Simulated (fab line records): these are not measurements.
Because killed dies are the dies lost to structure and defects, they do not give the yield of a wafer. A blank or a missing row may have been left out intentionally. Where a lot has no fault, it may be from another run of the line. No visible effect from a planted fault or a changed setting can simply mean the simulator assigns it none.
Which tool did it? + flow nand harc + 6 lots, 18 wafers sampled, at 5 steps of a route of 1302

WHAT THE GAUGES SHOWED, per wafer
NHARC_END_SORT_01.
| lot  | measured     | on        | killed dies |
|------|--------------|-----------|-------------|
| L184 | day 24 21:49 | prober-02 | 71 55 86    |
| L188 | day 31 00:22 | prober-02 | 55 38 42    |
| L201 | day 32 07:33 | prober-01 | 66 66 62    |

EACH LOT AND THE TOOL THAT RAN IT (in order: tool; ch and the chambers of the sampled wafers; start)
| lot  | NHARC_A_CHANNEL_HOLE_D1_ETCH_26  | NHARC_A_CHANNEL_HOLE_D1_ETCH_44    | NHARC_A_CHANNEL_FILL_D1_ALD_16   | NHARC_A_CHANNEL_FILL_D1_ETCHBACK_20 |
|------|----------------------------------|------------------------------------|----------------------------------|-------------------------------------|
| L184 | har etch-02 ch 0,1, day 9 04:07  | rie diel-12 ch 2,3, day 9 05:04    | ald hk-02 ch 0,2,3, day 9 18:32  | rie diel-03 ch 1,2,3, day 10 06:27  |
| L186 | har etch-01 ch 0,1, day 9 18:44  | rie diel-12 ch 0,2,3, day 9 19:40  | ald hk-02 ch 1,2, day 10 10:56   | rie diel-09 ch 1,2, day 10 23:01    |
| L190 | har etch-01 ch 0,1, day 12 23:44 | rie diel-12 ch 2,3, day 13 00:49   | ald hk-04 ch 1,2,3, day 13 15:13 | rie diel-08 ch 1,3, day 14 03:01    |
| L188 | har etch-01 ch 0,1, day 13 16:01 | rie diel-12 ch 0,1,3, day 13 16:59 | ald hk-04 ch 1,2, day 14 06:28   | rie diel-03 ch 0,1,3, day 14 18:37  |
| L201 | har etch-01 ch 0,1, day 16 11:42 | rie diel-12 ch 0,1,2, day 16 12:40 | ald hk-02 ch 1,2,3, day 17 02:10 | rie diel-08 ch 0,1,3, day 17 13:58  |
| L206 | har etch-02 ch 0,1, day 19 04:23 | rie diel-10 ch 0,2, day 19 05:17   | ald hk-04 ch 1,2,3, day 19 18:58 | rie diel-08 ch 0,2,3, day 20 10:49  |
- NHARC_A_CHANNEL_HOLE_D1_ETCH_26: etches the open film in C4F8/O2/Ar, time 224.1 s, target depth 300 nm.
- NHARC_A_CHANNEL_HOLE_D1_ETCH_44: etches the open film in CF4/O2, target depth 140 nm, overetch 14 nm, time 77 s.
- NHARC_A_CHANNEL_FILL_D1_ALD_16: deposits SiO2, target thk 1.5 nm, pulse time 10 s, ald cycles 15.
- NHARC_A_CHANNEL_FILL_D1_ETCHBACK_20: etches the open film in C4F8/O2/Ar, target depth 27 nm, time 13.5 s.

THE ANSWER, worked out from the rows above alone
Rule: the lots themselves supply what counts as usual. Put in order of their means at a reading, lots are off if they are a third of the lots or fewer, leave a main group of 4 or more, and stand apart from it by a gap of 3 or more times the standard deviation of the main group's means; of several such gaps the widest counts. Not used: any main group whose means are identical at the precision the tables above print for the reading. Also off: a lot with no number at a reading for which 4 or more lots have one. Where the step has rows for the other lots, those lots are counted as sound.
Nothing can be told from this: no lot is off at any reading shown.

WHAT THE SIMULATOR HAD PUT IN
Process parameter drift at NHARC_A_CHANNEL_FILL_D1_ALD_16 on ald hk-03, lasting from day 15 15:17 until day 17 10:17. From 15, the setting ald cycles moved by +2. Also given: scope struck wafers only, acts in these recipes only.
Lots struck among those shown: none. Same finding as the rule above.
